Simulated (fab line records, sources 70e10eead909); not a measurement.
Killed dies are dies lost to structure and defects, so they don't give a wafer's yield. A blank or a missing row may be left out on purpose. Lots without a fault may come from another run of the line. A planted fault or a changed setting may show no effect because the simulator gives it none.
Which tool did it? | flow nand_harc | 12 lots, 36 wafers sampled, at 5 steps of a route of 1302

WHAT THE GAUGES READ, wafer by wafer
NHARC_END_SORT_01. Usual: killed_at_array 55, standard deviation 12; killed_at_other 1.0, standard deviation 1.2; killed_at_periphery 3.9, standard deviation 2.6; killed_dies 60, standard deviation 12; killed_open 3.3, standard deviation 1.9; killed_short 2.5, standard deviation 1.8.
lot  | measured     | on        | killed_at_array | killed_at_other | killed_at_periphery | killed_dies | killed_open | killed_short | flag
L998 | day 25 10:31 | prober-02 | 68 75 71        | 3 4 2           | 4 3 3               | 75 82 76    | 3 1 2       | 2 1 2        |
L103 | day 28 01:38 | prober-01 | 58 51 58        | 2 4 1           | 1 3 4               | 61 58 63    | 2 4 6       | 1 2 1        |
L106 | day 28 16:09 | prober-01 | 46 42 45        | 1 2 2           | 9 4 2               | 56 48 49    | 4 1 6       | 8 3 3        |
L107 | day 29 02:24 | prober-01 | 48 38 41        | 1 0 0           | 1 5 1               | 50 43 42    | 3 6 4       | 5 1 1        |
L111 | day 30 09:40 | prober-02 | 68 54 46        | 0 0 0           | 0 5 7               | 68 59 53    | 1 0 4       | 1 2 0        |
L115 | day 32 19:57 | prober-01 | 58 50 57        | 0 1 1           | 7 6 5               | 65 57 63    | 2 6 5       | 1 1 0        |

WHICH TOOL RAN EACH LOT (tool, then ch and the chambers of the sampled wafers, then the start)
lot  | NHARC_A_CHANNEL_HOLE_D1_ETCH_25  | NHARC_A_CHANNEL_FILL_D1_ETCHBACK_20 | NHARC_A_CHANNEL_FILL_D1_ALD_25   | NHARC_A_CHANNEL_FILL_D1_ETCHBACK_08
L996 | har_etch-01 ch 0,1, day 9 09:37  | rie_diel-12 ch 1,2, day 10 14:44    | ald_hk-04 ch 0,3, day 11 04:26   | rie_diel-12 ch 0,1, day 11 10:00
L998 | har_etch-02 ch 0,1, day 9 22:40  | rie_diel-06 ch 1,2,3, day 11 01:41  | ald_hk-02 ch 0,1,3, day 11 13:33 | rie_diel-01 ch 0,1,2, day 11 22:49
L102 | har_etch-02 ch 1, day 11 13:26   | rie_diel-06 ch 0,1,2, day 12 16:23  | ald_hk-02 ch 1,2,3, day 13 04:16 | rie_diel-12 ch 0,1,2, day 13 09:47
L103 | har_etch-02 ch 0,1, day 12 08:22 | rie_diel-01 ch 0,1, day 13 15:08    | ald_hk-03 ch 0,3, day 14 02:57   | rie_diel-01 ch 2,3, day 14 12:13
L106 | har_etch-01 ch 0,1, day 13 03:34 | rie_diel-01 ch 1,3, day 14 06:15    | ald_hk-02 ch 0,1,3, day 14 18:47 | rie_diel-01 ch 1,2,3, day 14 23:46
L107 | har_etch-02 ch 0,1, day 13 13:43 | rie_diel-06 ch 1,2,3, day 14 18:54  | ald_hk-02 ch 2,3, day 15 07:30   | rie_diel-01 ch 0,1,3, day 15 12:28
L111 | har_etch-01 ch 0, day 15 10:59   | rie_diel-01 ch 1,2,3, day 16 14:47  | ald_hk-03 ch 0,1,3, day 17 03:54 | rie_diel-06 ch 0,1,3, day 17 12:04
L112 | har_etch-01 ch 0,1, day 15 21:38 | rie_diel-12 ch 0,1,3, day 17 02:10  | ald_hk-02 ch 0,3, day 17 14:16   | rie_diel-06 ch 1,2, day 17 19:48
L114 | har_etch-01 ch 0,1, day 16 14:43 | rie_diel-01 ch 0,2, day 17 19:53    | ald_hk-02 ch 1,2,3, day 18 08:28 | rie_diel-06 ch 1,2, day 18 13:23
L115 | har_etch-01 ch 0,1, day 17 08:34 | rie_diel-01 ch 0,2,3, day 18 11:19  | ald_hk-02 ch 0,3, day 18 23:55   | rie_diel-01 ch 0,1, day 19 04:52
L116 | har_etch-02 ch 0,1, day 17 12:55 | rie_diel-01 ch 0,3, day 18 15:58    | ald_hk-02 ch 1,3, day 19 03:49   | rie_diel-01 ch 0,1,3, day 19 09:23
L117 | har_etch-01 ch 0,1, day 18 00:02 | rie_diel-12 ch 2,3, day 19 03:08    | ald_hk-03 ch 0,1, day 19 14:56   | rie_diel-06 ch 0,2,3, day 20 00:16
- NHARC_A_CHANNEL_HOLE_D1_ETCH_25: etches the open film in C4F8/O2/Ar, time 1040.2 s, target depth 1500 nm.
- NHARC_A_CHANNEL_FILL_D1_ETCHBACK_20: etches the open film in C4F8/O2/Ar, target depth 27 nm, time 13.5 s.
- NHARC_A_CHANNEL_FILL_D1_ALD_25: deposits SiOx, target thk 60 nm, pulse time 10 s, ald cycles 600.
- NHARC_A_CHANNEL_FILL_D1_ETCHBACK_08: etches the open film in C4F8, target depth 220 nm, time 110 s.

WHAT THE TOOLS THEMSELVES READ (means of the sampled wafers that have a number; where no wafer has one, the mark that the record gives instead)
NHARC_A_CHANNEL_HOLE_D1_ETCH_25. Usual: drypump_motor_current_A 5.5 A, standard deviation 0.32; oes_air_line_au 0.997 a.u., standard deviation 0.019; showerhead_plenum_p_Torr 3.65 Torr, standard deviation 0.08; throttle_valve_pct 32.234 %, standard deviation 0.009.
lot  | tool        | drypump_motor_current_A (A) | oes_air_line_au (a.u.) | showerhead_plenum_p_Torr (Torr) | throttle_valve_pct (%) | flag
L996 | har_etch-01 | 5.6                         | 0.994                  | 3.71                            | 32.240                 |
L998 | har_etch-02 | 5.4                         | 0.984                  | 3.65                            | 32.235                 |
L102 | har_etch-02 | 4.9                         | 1.020                  | 3.52                            | 32.223                 |
L103 | har_etch-02 | 5.4                         | 0.984                  | 3.63                            | 32.235                 |
L106 | har_etch-01 | 5.7                         | 1.008                  | 3.69                            | 32.238                 |
L107 | har_etch-02 | 5.4                         | 0.987                  | 3.62                            | 32.237                 |
L111 | har_etch-01 | 5.5                         | 1.022                  | 3.68                            | 32.230                 |
L112 | har_etch-01 | 5.7                         | 0.992                  | 3.67                            | 32.236                 |
L114 | har_etch-01 | 5.7                         | 1.013                  | 3.66                            | 32.234                 |
L115 | har_etch-01 | 5.7                         | 1.018                  | 3.65                            | 32.229                 |
L116 | har_etch-02 | 5.4                         | 1.020                  | 3.74                            | 32.241                 |
L117 | har_etch-01 | 5.6                         | 0.991                  | 3.65                            | 32.231                 |

NHARC_A_CHANNEL_FILL_D1_ETCHBACK_20. Usual: oes_product_au 0.97 a.u., standard deviation 0.037; rf_vpp_V 979 V, standard deviation 5.7; run_length_s 34.8 s, standard deviation 0.41.
lot  | tool        | oes_product_au (a.u.) | rf_vpp_V (V) | run_length_s (s) | flag
L996 | rie_diel-12 | 0.92                  | 973          | 34.6             |
L998 | rie_diel-06 | 0.96                  | 982          | 34.9             |
L102 | rie_diel-06 | 0.92                  | 981          | 34.7             |
L103 | rie_diel-01 | 1.01                  | 981          | 34.8             |
L106 | rie_diel-01 | 0.93                  | 977          | 34.9             |
L107 | rie_diel-06 | 1.00                  | 982          | 34.7             |
L111 | rie_diel-01 | 0.93                  | 982          | 35.1             |
L112 | rie_diel-12 | 0.92                  | 974          | 34.8             |
L114 | rie_diel-01 | 1.01                  | 979          | 34.6             |
L115 | rie_diel-01 | 0.99                  | 979          | 34.9             |
L116 | rie_diel-01 | 0.99                  | 975          | 34.9             |
L117 | rie_diel-12 | 0.91                  | 971          | 35.2             |

NHARC_A_CHANNEL_FILL_D1_ALD_25. Usual: heater_power_w 465 W, standard deviation 55; precursor_pulse_height_rel 0.998, standard deviation 0.018.
lot  | tool      | heater_power_w (W) | precursor_pulse_height_rel | flag
L996 | ald_hk-04 | 459                | 0.991                      |
L998 | ald_hk-02 | 407                | 1.004                      |
L102 | ald_hk-02 | 443                | 0.988                      |
L103 | ald_hk-03 | 572                | 1.017                      |
L106 | ald_hk-02 | 413                | 1.011                      |
L107 | ald_hk-02 | 420                | 0.975                      |
L111 | ald_hk-03 | 553                | 0.985                      |
L112 | ald_hk-02 | 399                | 1.000                      |
L114 | ald_hk-02 | 443                | 0.986                      |
L115 | ald_hk-02 | 395                | 1.006                      |
L116 | ald_hk-02 | 445                | 0.990                      |
L117 | ald_hk-03 | 512                | 0.993                      |

NHARC_A_CHANNEL_FILL_D1_ETCHBACK_08. Usual: oes_product_au 0.95 a.u., standard deviation 0.031; rf_vpp_V 440.8 V, standard deviation 2.8; run_length_s 131.5 s, standard deviation 0.47.
lot  | tool        | oes_product_au (a.u.) | rf_vpp_V (V) | run_length_s (s) | flag
L996 | rie_diel-12 | 0.93                  | 441.3        | 131.1            |
L998 | rie_diel-01 | 0.93                  | 443.3        | 131.4            |
L102 | rie_diel-12 | 1.00                  | 439.6        | 131.5            |
L103 | rie_diel-01 | 0.93                  | 442.0        | 254.6            | OFF
L106 | rie_diel-01 | 0.93                  | 442.6        | 254.7            | OFF
L107 | rie_diel-01 | 1.00                  | 441.6        | 254.5            | OFF
L111 | rie_diel-06 | 0.98                  | 441.4        | 131.3            |
L112 | rie_diel-06 | 1.00                  | 443.7        | 131.8            |
L114 | rie_diel-06 | 0.96                  | 444.0        | 131.7            |
L115 | rie_diel-01 | 0.93                  | 441.2        | 131.5            |
L116 | rie_diel-01 | 0.92                  | 441.4        | 131.8            |
L117 | rie_diel-06 | 0.92                  | 440.6        | 131.1            |

THE ANSWER, worked out from the rows above alone
Rule: a lot is off if the mean of its wafers that have a number lies more than 3 standard deviations from the usual mean. A lot without any number at a reading at which 4 lots or more have one is off too. The other lots that the step has rows for count as sound. The gauges are gone through in route order, then the tools' own readings, and for those a lot's mean is taken as printed above. The first step at which some lot is off is used, and at that step the reading that is off furthest; a lot without a number counts as furthest.
Off: L103, L106, L107, at NHARC_A_CHANNEL_FILL_D1_ETCHBACK_08 (run_length_s).
A tool fits if, at that step or a process step before it, it ran every lot that is off, and no sound lot after the first of them. None of those tried fits.

WHAT THE SIMULATOR HAD PUT IN
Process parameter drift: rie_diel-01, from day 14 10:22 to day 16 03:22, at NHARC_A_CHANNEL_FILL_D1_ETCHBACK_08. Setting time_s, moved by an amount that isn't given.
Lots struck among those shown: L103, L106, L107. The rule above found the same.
